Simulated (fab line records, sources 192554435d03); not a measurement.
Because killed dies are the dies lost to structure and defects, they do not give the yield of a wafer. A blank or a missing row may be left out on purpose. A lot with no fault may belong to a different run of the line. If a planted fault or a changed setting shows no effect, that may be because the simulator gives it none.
fab line records	flow n5-finfet
record: lots: 7	wafers: 21	last-day: 17
route steps=1938 shown BEOL_M1@804 BEOL_M4@1111 PASSIVATION@1936
lots untouched by any fault: they come from a run of this same line in which no faults occurred
start-h: the number of hours between the record's first day and the start of the first shown wafer of the lot	wait-h: hours elapsed since this lot's preceding step	" identical to the entry in the row above	L1.1+2: a row that stands for several wafers	- value missing, or start not given	* or withheld: withheld	< > ~ a bound
route shown NAME@n: a module of which the file shows steps, and the number in the route of the first	usual: mean/standard deviation taken from wafers without a fault	same: alike in all rows	chamber/n: place in a boat	sites: readings site by site	_std_site: how widely they spread, as a standard deviation	_edge_site: outer sites' mean less inner sites'	radius-mm: how far each site lies from the wafer's centre	mask NAME#n: copy n	behind: the tool/chamber that last shaped the wafer	hold: reason for holding the lot/hours on hold/outcome of the hold	device: the n, p or np transistor that did not switch	end of line: the tests these same wafers got at the end of their route	step lacking rows: just its recipe	killed: at the first sort, the dies lost to defects and structure; wafer yield is something else	map: per-die view of a wafer (x killed, . not killed, _ where there is no die)
set.NAME: the setting that was run; set.NAME@STEP: the one run at that earlier step	model.NAME: the simulator's own value behind a step, which no gauge read
lots at selected steps of the route; one table per step, one row per wafer
services: from which hour (start-h, from the record's first day; less than 0 if before it) a tool's chamber was out of use, for how many hours, and why
== steps ==
step: N5_BEOL_M1_HM_STRIP_39
recipe: chemistry: peroxide-tin-strip	material: TiN	target-depth-a: 250	temp-c: 50	time-s: 158
step: N5_BEOL_M1_SRD_40
recipe: time-s: 30	temp-c: 23	rinse-liquid: diw	dry: ipa-marangoni
step: N5_BEOL_M1_PRECLEAN_42
recipe: chemistry: residue-remover	time-s: 60	temp-c: 40
step: N5_BEOL_M1_SRD_43
recipe: time-s: 30	temp-c: 23	rinse-liquid: diw	dry: ipa-marangoni
step: N5_BEOL_M1_CD_MEAS_35
recipe: target-cd-nm: 18	target-cd-y-nm: 21	polarity: opening
usual: cd-nm: 18.14/0.29
lot.wafer	tool	chamber	start-h	wait-h	cd-nm
L323.1	cd-sem-01	-	176.37	0.0	17.91
L323.4	"	-	"	"	18.02
L323.5	"	-	"	"	18.54
L330.1	cd-sem-02	-	211.58	0.0	17.92
L330.2	"	-	"	"	18.39
L330.4	"	-	"	"	18.00
L332.1	cd-sem-01	-	229.27	0.0	18.38
L332.3	"	-	"	"	17.93
L332.4	"	-	"	"	17.85
L331.1	cd-sem-01	-	229.33	0.0	18.21
L331.3	"	-	"	"	18.51
L331.4	"	-	"	"	18.37
L336.3	cd-sem-02	-	257.05	0.0	18.45
L336.5	"	-	"	"	18.06
L336.6	"	-	"	"	18.11
L337.1	cd-sem-01	-	261.13	0.0	18.08
L337.3	"	-	"	"	18.12
L337.6	"	-	"	"	17.83
L338.3	cd-sem-01	-	263.33	0.0	18.30
L338.4	"	-	"	"	18.16
L338.6	"	-	"	"	18.33
step: N5_BEOL_M1_DEGAS_44
recipe: ambient: vacuum	temp-c: 250	time-s: 60
usual: heater-power-w: 336/43
lot.wafer	tool	chamber	start-h	wait-h	heater-power-w
L323.1	pvd-sputter-02	-	176.57	0.2	396
L323.4	"	-	"	"	316
L323.5	"	-	"	"	396
L330.1	pvd-sputter-02	-	211.80	0.2	282
L330.2	"	-	"	"	422
L330.4	"	-	"	"	314
L332.1	pvd-sputter-02	-	229.43	0.2	277
L332.3	"	-	"	"	404
L332.4	"	-	"	"	405
L331.1	pvd-sputter-01	-	229.46	0.1	335
L331.3	"	-	"	"	361
L331.4	"	-	"	"	311
L336.3	pvd-sputter-03	-	257.41	0.4	356
L336.5	"	-	"	"	325
L336.6	"	-	"	"	305
L337.1	pvd-sputter-02	-	261.59	0.5	418
L337.3	"	-	"	"	305
L337.6	"	-	"	"	426
L338.3	pvd-sputter-03	-	263.86	0.5	292
L338.4	"	-	"	"	358
L338.6	"	-	"	"	303
step: N5_BEOL_M1_PRE_CLEAN_45
recipe: gas: H2/He	time-s: 30	temp-c: 250
usual: heater-power-w: 336/43
lot.wafer	tool	chamber	start-h	wait-h	heater-power-w
L323.1	pvd-sputter-02	-	176.61	0.0	387
L323.4	"	-	"	"	314
L323.5	"	-	"	"	398
L330.1	pvd-sputter-02	-	211.84	0.0	283
L330.2	"	-	"	"	419
L330.4	"	-	"	"	320
L332.1	pvd-sputter-02	-	229.47	0.0	273
L332.3	"	-	"	"	403
L332.4	"	-	"	"	411
L331.1	pvd-sputter-01	-	229.50	0.0	336
L331.3	"	-	"	"	370
L331.4	"	-	"	"	306
L336.3	pvd-sputter-03	-	257.45	0.0	353
L336.5	"	-	"	"	327
L336.6	"	-	"	"	295
L337.1	pvd-sputter-02	-	261.63	0.0	434
L337.3	"	-	"	"	304
L337.6	"	-	"	"	411
L338.3	pvd-sputter-03	-	263.90	0.0	297
L338.4	"	-	"	"	346
L338.6	"	-	"	"	300
step: N5_BEOL_M1_ALD_84
recipe: material: TaN	target-thk-a: *	temp-c: 275	ald-precursor-family: PDMAT	ald-co-reactant: NH3	pressure-torr: 3	carrier-flow-sccm: 1500	pulse-time-s: 2	purge-time-s: 3	co-reactant-purge-time-s: 2	co-reactant-pulse-time-s: 3	ald-cycles: 30	precursor-vessel-temp-c: 75	precursor-vessel-pressure-torr: 26.25	precursor-vessel-carrier-sccm: 1000
usual: heater-power-w: 427/60
lot.wafer	tool	chamber	start-h	wait-h	heater-power-w	since-wet-clean-h
L323.1	ald-metal-03	2	176.68	0.1	444	2916
L323.4	"	0	"	"	388	2916
L323.5	"	3	"	"	418	-
L330.1	ald-metal-04	2	211.90	0.0	536	4490
L330.2	"	0	"	"	454	4490
L330.4	"	1	"	"	419	4490
L332.1	ald-metal-03	3	229.53	0.0	416	2969
L332.3	"	0	"	"	394	2969
L332.4	"	1	"	"	528	-
L331.1	ald-metal-01	3	229.56	0.0	434	6046
L331.3	"	2	"	"	306	6046
L331.4	"	1	"	"	466	6046
L336.3	ald-metal-04	2	257.52	0.0	543	4536
L336.5	"	2	"	"	534	-
L336.6	"	1	"	"	414	-
L337.1	ald-metal-01	2	261.69	0.0	306	6078
L337.3	"	1	"	"	449	6078
L337.6	"	3	"	"	446	-
L338.3	ald-metal-03	3	263.98	0.1	413	3004
L338.4	"	1	"	"	507	3004
L338.6	"	0	"	"	393	-
step: N5_BEOL_M1_SURFACE_TREAT_85
recipe: gas: Ar	time-s: *	ion-energy-ev: *	ion-current-ma-cm2: 0.5	pressure-mtorr: *	ar-flow-sccm: 30
step: N5_BEOL_M1_CVD_47
recipe: material: Co	target-thk-a: 30	temp-c: withheld	precursor: CCTBA/H2	pressure-torr: 30	time-s: 223.8
step: N5_BEOL_M1_SPUTTER_48
recipe: material: Cu	target-thk-a: 45	temp-c: -20	chamber-pressure-pa: 0.07	power-w: withheld	time-s: 8.29
usual: chamber-pressure-pa: 0.07001/0.00013	chuck-gas-flow-sccm: 1.26/0.053	throttle-valve-pct: 30.1/0.4
lot.wafer	tool	chamber	start-h	wait-h	chamber-pressure-pa	chuck-gas-flow-sccm	throttle-valve-pct
L323.1	pvd-sputter-03	-	177.34	0.1	0.07014	1.24	30.1
L323.4	"	-	"	"	0.07	1.29	30.0
L323.5	"	-	"	"	0.07013	1.36	29.6
L330.1	pvd-sputter-01	-	212.48	0.1	0.06995	1.32	29.7
L330.2	"	-	"	"	0.06995	1.23	29.6
L330.4	"	-	"	"	0.06987	1.19	30.8
L332.1	pvd-sputter-03	-	230.02	0.1	0.07021	1.25	29.6
L332.3	"	-	"	"	0.06985	1.35	30.0
L332.4	"	-	"	"	0.07007	1.20	30.6
L331.1	pvd-sputter-02	-	230.17	0.1	0.0702	1.28	30.4
L331.3	"	-	"	"	0.07017	1.19	29.4
L331.4	"	-	"	"	0.06993	1.28	30.3
L336.3	pvd-sputter-03	-	258.10	0.1	0.06997	1.38	29.7
L336.5	"	-	"	"	0.06978	1.28	30.0
L336.6	"	-	"	"	0.06992	1.29	30.1
L337.1	pvd-sputter-02	-	262.55	0.4	0.0702	1.24	29.5
L337.3	"	-	"	"	0.06997	1.22	29.6
L337.6	"	-	"	"	0.06977	1.24	30.0
L338.3	pvd-sputter-02	-	264.87	0.4	0.07009	1.21	30.1
L338.4	"	-	"	"	0.06997	1.20	29.2
L338.6	"	-	"	"	0.06994	1.19	29.7
step: N5_BEOL_M1_ANNEAL_49
recipe: temp-c: 400	time-s: 240	ambient: vacuum
usual: heater-power-w: 844/110
lot.wafer	tool	chamber	start-h	wait-h	heater-power-w
L323.1	pvd-sputter-03	-	177.43	0.0	756
L323.4	"	-	"	"	882
L323.5	"	-	"	"	867
L330.1	pvd-sputter-01	-	212.56	0.0	924
L330.2	"	-	"	"	984
L330.4	"	-	"	"	776
L332.1	pvd-sputter-03	-	230.10	0.0	830
L332.3	"	-	"	"	895
L332.4	"	-	"	"	741
L331.1	pvd-sputter-02	-	230.25	0.0	1030
L331.3	"	-	"	"	988
L331.4	"	-	"	"	775
L336.3	pvd-sputter-03	-	258.18	0.0	867
L336.5	"	-	"	"	872
L336.6	"	-	"	"	828
L337.1	pvd-sputter-02	-	262.63	0.0	993
L337.3	"	-	"	"	699
L337.6	"	-	"	"	704
L338.3	pvd-sputter-02	-	264.95	0.0	727
L338.4	"	-	"	"	992
L338.6	"	-	"	"	981
step: N5_BEOL_M1_SPUTTER_79
recipe: material: Cu	target-thk-a: 45	temp-c: -20	chamber-pressure-pa: 0.07	power-w: withheld	time-s: 8.29
usual: chamber-pressure-pa: 0.07/0.00014	chuck-gas-flow-sccm: 1.26/0.054	throttle-valve-pct: 30.1/0.39
lot.wafer	tool	chamber	start-h	wait-h	chamber-pressure-pa	chuck-gas-flow-sccm	throttle-valve-pct
L323.1	pvd-sputter-03	-	177.58	0.1	0.07018	1.27	30.1
L323.4	"	-	"	"	0.07019	1.30	29.8
L323.5	"	-	"	"	0.06995	1.35	29.9
L330.1	pvd-sputter-01	-	212.70	0.1	-	-	-
L330.2	"	-	"	"	-	-	-
L330.4	"	-	"	"	-	-	-
L332.1	pvd-sputter-03	-	230.24	0.1	-	-	-
L332.3	"	-	"	"	-	-	-
L332.4	"	-	"	"	-	-	-
L331.1	pvd-sputter-02	-	230.39	0.1	-	-	-
L331.3	"	-	"	"	-	-	-
L331.4	"	-	"	"	-	-	-
L336.3	pvd-sputter-03	-	258.32	0.1	0.06981	1.29	29.8
L336.5	"	-	"	"	0.07015	1.35	29.7
L336.6	"	-	"	"	0.06993	1.26	29.7
L337.1	pvd-sputter-02	-	262.77	0.1	0.07003	1.27	29.7
L337.3	"	-	"	"	0.06992	1.25	29.8
L337.6	"	-	"	"	0.06985	1.23	30.2
L338.3	pvd-sputter-02	-	265.09	0.1	0.07011	1.17	29.7
L338.4	"	-	"	"	0.06997	1.21	29.2
L338.6	"	-	"	"	0.06992	1.23	29.2
step: N5_BEOL_M1_ANNEAL_80
recipe: temp-c: 400	time-s: 240	ambient: vacuum
step: N5_BEOL_M4_RC_MEAS_101
usual: DIBL_N: 36.4/1.4	DIBL_P: 36.3/1.5	IOFF_N: 0.162/0.023	IOFF_P: 0.211/0.027	ION_N: 676/9.7	ION_P: 463/6.4	SS_N: 71.5/0.5	SS_P: 73.3/0.6	VT_N: 249.3/2.5	VT_P: -249.9/2.8
lot.wafer	tool	chamber	start-h	wait-h	DIBL_N[mV/V]	DIBL_P[mV/V]	IOFF_N[nA/um]	IOFF_P[nA/um]	ION_N[uA/um]	ION_P[uA/um]	SS_N[mV/dec]	SS_P[mV/dec]	VT_N[mV]	VT_P[mV]
L323.1	prober-01	0	217.80	0.0	36.3	37.7	0.156	0.203	658	453	71.2	73.5	248.5	-251.1
L323.4	"	0	"	"	36.4	37.4	0.159	0.195	673	457	71.7	73.6	251.9	-251.2
L323.5	"	0	"	"	35.6	36.0	0.147	0.183	667	455	70.9	73.5	252.1	-251.6
L330.1	prober-01	0	254.61	0.0	35.5	35.9	0.159	0.230	678	470	71.0	72.8	247.9	-248.4
L330.2	"	0	"	"	35.6	36.2	0.166	0.223	672	463	71.5	73.6	245.4	-248.1
L330.4	"	0	"	"	37.2	37.9	0.198	0.248	681	468	71.7	73.7	246.3	-249.4
L332.1	prober-02	0	262.61	0.0	35.9	36.8	0.143	0.198	666	455	71.4	73.4	252.8	-253.1
L332.3	"	0	"	"	35.8	35.1	0.135	0.181	669	455	70.7	73.1	252.3	-253.9
L332.4	"	0	"	"	33.5	33.3	0.108	0.151	669	456	70.8	72.1	255.3	-254.6
L331.1	prober-02	0	271.91	0.0	38.6	38.0	0.176	0.249	680	474	71.5	73.5	247.9	-247.0
L331.3	"	0	"	"	38.8	38.8	0.188	0.260	689	470	72.0	73.4	244.4	-246.2
L331.4	"	0	"	"	38.8	38.2	0.177	0.236	674	463	72.0	73.6	246.5	-247.9
L336.3	prober-01	0	294.83	0.3	35.4	34.4	0.141	0.170	675	453	71.5	73.7	251.5	-251.6
L336.5	"	0	"	"	36.8	36.8	0.172	0.209	687	469	71.3	73.9	247.1	-252.0
L336.6	"	0	"	"	36.2	35.4	0.151	0.192	677	461	72.4	73.4	251.4	-248.6
L337.1	prober-01	0	296.12	0.0	37.1	37.6	0.166	0.215	694	473	71.7	72.8	247.7	-249.5
L337.3	"	0	"	"	40.1	41.0	0.224	0.282	693	471	72.4	73.8	244.3	-247.7
L337.6	"	0	"	"	36.9	36.3	0.155	0.202	663	457	71.2	73.4	252.6	-251.1
L338.3	prober-02	0	298.15	0.3	35.3	34.4	0.141	0.193	671	463	70.9	73.1	252.3	-248.1
L338.4	"	0	"	"	35.9	34.8	0.142	0.200	669	466	71.2	73.0	250.9	-249.2
L338.6	"	0	"	"	36.0	35.2	0.153	0.211	684	468	71.7	73.4	250.1	-249.5
step: N5_PASSIVATION_PROBE_49
usual: defect-limited-yield: 91.3/1.3	killed_at_M0_to_M3: 33/8.9	killed_at_M4_up: 15/5.4	killed-at-contacts: 13/5.8	killed-at-front-end: 39/9.9	killed-at-other: 3.2/2.9	killed-dies: 102/15	killed-on-rim: 13/3.7	killed-open: 68/12	killed-short: 34/7.6	sort_bin_5_function: 5.1/0.89	sort_bin_6_memory: 3.2/0.63	sort-n-pass: 1078/15	sort-yield-pct: 91.3/1.3
same: gross-dies: 1180	killed-at-back-side: 0	sort_bin_4_leakage[%]: 0	sort_bin_8_speed[%]: 0
lot.wafer	tool	chamber	start-h	wait-h	defect-limited-yield[%]	killed_at_M0_to_M3	killed_at_M4_up	killed-at-contacts	killed-at-front-end	killed-at-other	killed-dies	killed-on-rim	killed-open	killed-short	sort_bin_5_function[%]	sort_bin_6_memory[%]	sort-n-pass	sort-yield-pct[%]
L323.1	prober-01	-	324.70	0.0	90.3	50	21	14	29	0	114	21	81	32	5.5	3.7	1066	90.3
L323.4	prober-01	-	324.85	0.2	91.5	38	25	11	24	2	100	17	77	22	5.3	2.6	1080	91.5
L323.5	prober-01	-	324.90	0.2	93.1	28	16	11	24	2	81	18	52	29	3.3	3.2	1099	93.1
L330.1	prober-02	-	360.21	0.0	88.6	45	24	5	61	0	135	22	68	61	6.9	4.2	1045	88.6
L330.2	prober-02	-	360.26	0.1	91.3	30	16	9	47	1	103	13	61	39	4.8	3.5	1077	91.3
L330.4	prober-02	-	360.36	0.2	90.3	36	19	13	46	0	114	16	75	35	6.1	3.4	1066	90.3
L332.1	prober-02	-	364.73	0.0	88.9	42	12	19	55	3	131	13	80	46	6.4	4.2	1049	88.9
L332.3	prober-02	-	364.83	0.1	89.3	58	13	11	44	0	126	19	82	36	6.4	4.0	1054	89.3
L332.4	prober-02	-	364.88	0.2	92.2	33	10	14	35	0	92	8	55	29	4.9	2.6	1088	92.2
L331.1	prober-02	-	374.07	0.0	91.8	32	14	14	37	0	97	13	67	24	4.3	3.5	1083	91.8
L331.3	prober-02	-	374.17	0.1	90.4	36	15	10	50	2	113	17	69	38	6.4	2.9	1067	90.4
L331.4	prober-02	-	374.22	0.2	92.4	27	6	14	42	1	90	10	56	31	3.8	3.6	1090	92.4
L337.1	prober-02	-	402.08	0.0	89.7	43	9	19	46	5	122	17	87	35	6.6	3.4	1058	89.7
L337.3	prober-02	-	402.18	0.1	90.7	39	7	14	48	2	110	14	69	41	6.2	3.0	1070	90.7
L337.6	prober-02	-	402.33	0.3	87.5	40	8	27	69	3	147	12	109	38	8.3	4.0	1033	87.5
L336.3	prober-01	-	405.68	0.1	89.3	37	23	10	52	4	126	18	85	40	6.6	3.7	1054	89.3
L336.5	prober-01	-	405.78	0.2	89.9	32	23	14	50	0	119	20	79	40	5.8	4.0	1061	89.9
L336.6	prober-01	-	405.83	0.3	90.6	35	18	25	32	1	111	14	70	41	5.8	3.4	1069	90.6
killed by level:class
L323.1 BEOL_M0_SAQP:geometric-particle:open=17 MOL_CONTACT_COAG:geometric-particle:open=14 STI_FIN_REVEAL:geometric-particle:open=11 BEOL_M3:geometric-particle:open=11 BEOL_M0_SAQP:geometric-particle:short=9 BEOL_M4:geometric-particle:open=7 BEOL_M1:geometric-particle:open=5 FIN_CUT:geometric-particle:short=4
L323.4 MOL_CONTACT_COAG:geometric-particle:open=10 BEOL_M4:geometric-particle:open=10 BEOL_M0_SAQP:geometric-particle:short=8 BEOL_M0_SAQP:geometric-particle:open=8 BEOL_M2:geometric-particle:open=8 BEOL_M0:geometric-particle:open=5 STARTING-WAFER:geometric-particle:open=5 FIN_SAQP:geometric-particle:open=4
L323.5 BEOL_M1:geometric-particle:open=10 MOL_CONTACT_COAG:geometric-particle:open=8 DUMMY_GATE:geometric-particle:open=7 STI_FIN_REVEAL:geometric-particle:open=5 BEOL_M4:geometric-particle:short=5 BEOL_M0_SAQP:geometric-particle:short=4 BEOL_M2:geometric-particle:open=4 STARTING-WAFER:geometric-particle:open=4
L330.1 FIN_SAQP:geometric-particle:short=25 BEOL_M4:geometric-particle:open=16 STI_FIN_REVEAL:geometric-particle:open=11 BEOL_M0_SAQP:geometric-particle:short=10 BEOL_M1:geometric-particle:open=10 FIN_SAQP:geometric-particle:open=7 BEOL_M0_SAQP:geometric-particle:open=6 BEOL_M0:geometric-particle:open=6
L330.2 FIN_SAQP:geometric-particle:short=13 GATE_CUT:geometric-particle:short=12 FIN_SAQP:geometric-particle:open=10 BEOL_M0_SAQP:geometric-particle:open=9 BEOL_M0_SAQP:geometric-particle:short=8 MOL_CONTACT_COAG:geometric-particle:open=6 GATE_CUT:geometric-particle:open=5 BEOL_M3:geometric-particle:open=5
L330.4 STI_FIN_REVEAL:geometric-particle:open=13 MOL_CONTACT_COAG:geometric-particle:open=10 BEOL_M4:geometric-particle:open=10 BEOL_M2:geometric-particle:open=9 FIN_SAQP:geometric-particle:open=8 FIN_SAQP:geometric-particle:short=7 BEOL_M1:geometric-particle:open=6 BEOL_M0_SAQP:geometric-particle:open=6
L332.1 MOL_CONTACT_COAG:geometric-particle:open=11 FIN_SAQP:geometric-particle:open=10 STI_FIN_REVEAL:geometric-particle:open=10 MOL_CONTACT_COAG:geometric-particle:short=8 GATE_CUT:geometric-particle:short=7 BEOL_M0_SAQP:geometric-particle:short=7 BEOL_M1:geometric-particle:open=7 FIN_SAQP:geometric-particle:short=6
L332.3 BEOL_M3:geometric-particle:open=17 BEOL_M0_SAQP:geometric-particle:short=12 BEOL_M1:geometric-particle:open=9 BEOL_M0_SAQP:geometric-particle:open=9 FIN_SAQP:geometric-particle:short=7 MOL_CONTACT_COAG:geometric-particle:open=7 BEOL_M1:interface-void-opened=7 FIN_SAQP:geometric-particle:open=6
L332.4 MOL_CONTACT_COAG:geometric-particle:open=12 GATE_CUT:geometric-particle:short=7 BEOL_M1:geometric-particle:open=7 STI_FIN_REVEAL:geometric-particle:open=6 GATE_CUT:geometric-particle:open=6 BEOL_M2:geometric-particle:open=6 BEOL_M1:interface-void-opened=6 BEOL_M1:geometric-particle:short=5
L331.1 MOL_CONTACT_COAG:geometric-particle:open=13 DUMMY_GATE:geometric-particle:open=8 BEOL_M3:geometric-particle:open=8 STI_FIN_REVEAL:geometric-particle:open=7 BEOL_M0_SAQP:geometric-particle:open=6 FIN_SAQP:geometric-particle:open=5 BEOL_M1:interface-void-opened=5 FIN_SAQP:geometric-particle:short=4
L331.3 STI_FIN_REVEAL:geometric-particle:open=17 BEOL_M0_SAQP:geometric-particle:short=12 FIN_SAQP:geometric-particle:open=9 BEOL_M0_SAQP:geometric-particle:open=8 FIN_SAQP:geometric-particle:short=6 DUMMY_GATE:geometric-particle:open=6 MOL_CONTACT_COAG:geometric-particle:open=6 BEOL_M3:geometric-particle:open=5
L331.4 FIN_SAQP:geometric-particle:open=11 FIN_SAQP:geometric-particle:short=10 STI_FIN_REVEAL:geometric-particle:open=10 MOL_CONTACT_COAG:geometric-particle:open=10 BEOL_M3:geometric-particle:open=6 BEOL_M0_SAQP:geometric-particle:open=5 BEOL_M1:geometric-particle:open=5 BEOL_M3:geometric-particle:short=4
L337.1 STI_FIN_REVEAL:geometric-particle:open=19 MOL_CONTACT_COAG:geometric-particle:open=17 BEOL_M0_SAQP:geometric-particle:short=13 BEOL_M1:geometric-particle:open=8 BEOL_M0_SAQP:geometric-particle:open=7 FIN_SAQP:geometric-particle:short=5 BEOL_M2:geometric-particle:open=5 FIN_SAQP:geometric-particle:open=4
L337.3 BEOL_M0_SAQP:geometric-particle:open=16 MOL_CONTACT_COAG:geometric-particle:open=11 BEOL_M0_SAQP:geometric-particle:short=11 FIN_SAQP:geometric-particle:short=10 FIN_SAQP:geometric-particle:open=8 STI_FIN_REVEAL:geometric-particle:open=7 GATE_CUT:geometric-particle:open=6 DUMMY_GATE:geometric-particle:open=5
L337.6 MOL_CONTACT_COAG:geometric-particle:open=27 FIN_SAQP:geometric-particle:open=16 FIN_SAQP:geometric-particle:short=12 BEOL_M1:geometric-particle:open=10 STI_FIN_REVEAL:geometric-particle:open=9 BEOL_M0_SAQP:geometric-particle:open=9 STARTING-WAFER:geometric-particle:open=8 DUMMY_GATE:geometric-particle:open=7
L336.3 STI_FIN_REVEAL:geometric-particle:open=15 BEOL_M2:geometric-particle:open=13 DUMMY_GATE:geometric-particle:open=9 BEOL_M4:geometric-particle:short=9 MOL_CONTACT_COAG:geometric-particle:open=8 BEOL_M4:geometric-particle:open=6 BEOL_M1:geometric-particle:open=5 BEOL_M0:geometric-particle:open=5
L336.5 BEOL_M4:geometric-particle:open=14 FIN_SAQP:geometric-particle:short=11 MOL_CONTACT_COAG:geometric-particle:open=11 BEOL_M1:geometric-particle:open=11 GATE_CUT:geometric-particle:short=9 STI_FIN_REVEAL:geometric-particle:open=7 ILD0:geometric-particle:open=7 BEOL_M3:geometric-particle:open=7
L336.6 MOL_CONTACT_COAG:geometric-particle:open=18 BEOL_M0_SAQP:geometric-particle:short=11 MOL_CONTACT_COAG:geometric-particle:short=7 BEOL_M1:geometric-particle:open=6 BEOL_M0:geometric-particle:open=6 STI_FIN_REVEAL:geometric-particle:open=5 BEOL_M4:geometric-particle:open=5 STARTING-WAFER:geometric-particle:short=5
== services ==
tool	chamber	start-h	hours	kind
pvd-sputter-01	-	164.86	1.5	repair
ald-metal-01	-	166.22	0.4	repair
ald-metal-03	-	178.01	2.8	pm
pvd-sputter-02	-	187.05	3.7	repair
ald-metal-03	2	227.07	25.8	repair
ald-metal-01	0	260.24	7.8	repair
== key ==
first-sign: step: N5_BEOL_M1_SPUTTER_79	reading: tool-record	direction: missing
effect none on later readings
met-at N5_BEOL_M1_SPUTTER_79
struck-wafers L330.1,L330.2,L330.4,L331.1,L331.3,L331.4,L332.1,L332.3,L332.4
onset-between 177.58 212.70
fault: kind: skipped-step-whole	tool: pvd-sputter-01,pvd-sputter-02,pvd-sputter-03	chamber: -	onset-h: 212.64	steps: N5_BEOL_M1_SPUTTER_79	scope: struck-lots-only
